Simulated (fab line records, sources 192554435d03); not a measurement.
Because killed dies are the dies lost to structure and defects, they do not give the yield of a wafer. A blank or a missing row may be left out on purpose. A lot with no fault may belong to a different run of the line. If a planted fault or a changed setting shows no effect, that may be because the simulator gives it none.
Chamber matching ; flow n5-finfet ; rie-diel-03 running N5_DUMMY_REMOVAL_STRIP_10: 4 sister chambers
The step strips in N2/H2, time 40 s. 24 wafers are shown with their chamber, then 12 later ones without.

## WAFERS WITH THEIR CHAMBER
wafer;chamber;showerhead-plenum-p-Torr (Torr);oes-product-au (a.u.);drypump-motor-current-A (A)
L076.3;2;3.31;0.69;6.6
L076.4;1;3.23;0.75;5.7
L076.5;1;3.23;0.76;5.6
L078.2;0;3.44;0.93;5.9
L078.4;2;3.31;0.69;6.6
L078.5;0;3.44;0.94;5.8
L079.1;2;3.31;0.69;6.6
L079.2;0;3.44;0.93;5.9
L079.3;3;3.21;0.71;5.5
L080.2;3;3.21;0.71;5.5
L080.4;1;3.22;0.74;5.6
L080.5;0;3.44;0.91;5.8
L083.1;1;3.22;0.74;5.6
L083.3;3;3.20;0.71;5.5
L083.4;2;3.30;0.69;6.6
L085.1;2;3.30;0.69;6.6
L085.2;3;3.20;0.71;5.5
L085.3;1;3.22;0.74;5.6
L086.3;0;3.43;0.90;5.9
L086.4;1;3.22;0.74;5.6
L086.6;1;3.22;0.74;5.6
L087.2;2;3.30;0.69;6.5
L087.3;0;3.43;0.89;5.8
L087.4;1;3.22;0.74;5.6

SIGNATURES (means of the wafers above)
reading;chamber 0;chamber 1;chamber 2;chamber 3;scatter within a chamber
showerhead-plenum-p-Torr;3.4367;3.2225;3.3050;3.2050;0.00516
oes-product-au;0.9167;0.7438;0.6900;0.7100;0.0108
drypump-motor-current-A;5.850;5.612;6.583;5.500;0.0401
Rule: for each reading, subtract the chamber's mean from the wafer's reading, divide by that reading's scatter and square the result; add these up over the readings and take the root, which gives the wafer's distance from the chamber. The wafer belongs to the nearest chamber; if the next one is less than 2 further off, it can't be placed. The scatter: the root of (the sum of the squares of (reading less its chamber's mean) over the shown wafers, divided by (wafers less chambers)).

## WAFERS WITH NO CHAMBER GIVEN
wafer;showerhead-plenum-p-Torr (Torr);oes-product-au (a.u.);drypump-motor-current-A (A)
L090.1;3.20;0.70;5.5
L090.2;3.43;0.89;5.9
L090.3;3.30;0.68;6.6
L093.2;3.43;0.87;5.8
L093.4;3.21;0.72;5.6
L093.6;3.43;0.86;5.9
L094.2;3.19;0.70;5.5
L094.3;3.43;0.87;5.9
L094.5;3.43;0.88;5.9
L097.2;3.19;0.69;5.5
L097.5;3.19;0.69;5.5
L097.6;3.30;0.98;6.6

## EACH ONE'S CHAMBER
wafer;from the rows above;in truth
L090.1;3;3
L090.2;0;0
L090.3;2;2
L093.2;0;0
L093.4;can't be placed: 3 or 1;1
L093.6;0;0
L094.2;3;3
L094.3;0;0
L094.5;0;0
L097.2;3;3
L097.5;3;3
L097.6;2;2
Correct placement for 11 of the 12. Unplaceable from these rows: 1, with the true chamber sitting among the candidates in 1. 0 placed wrongly.
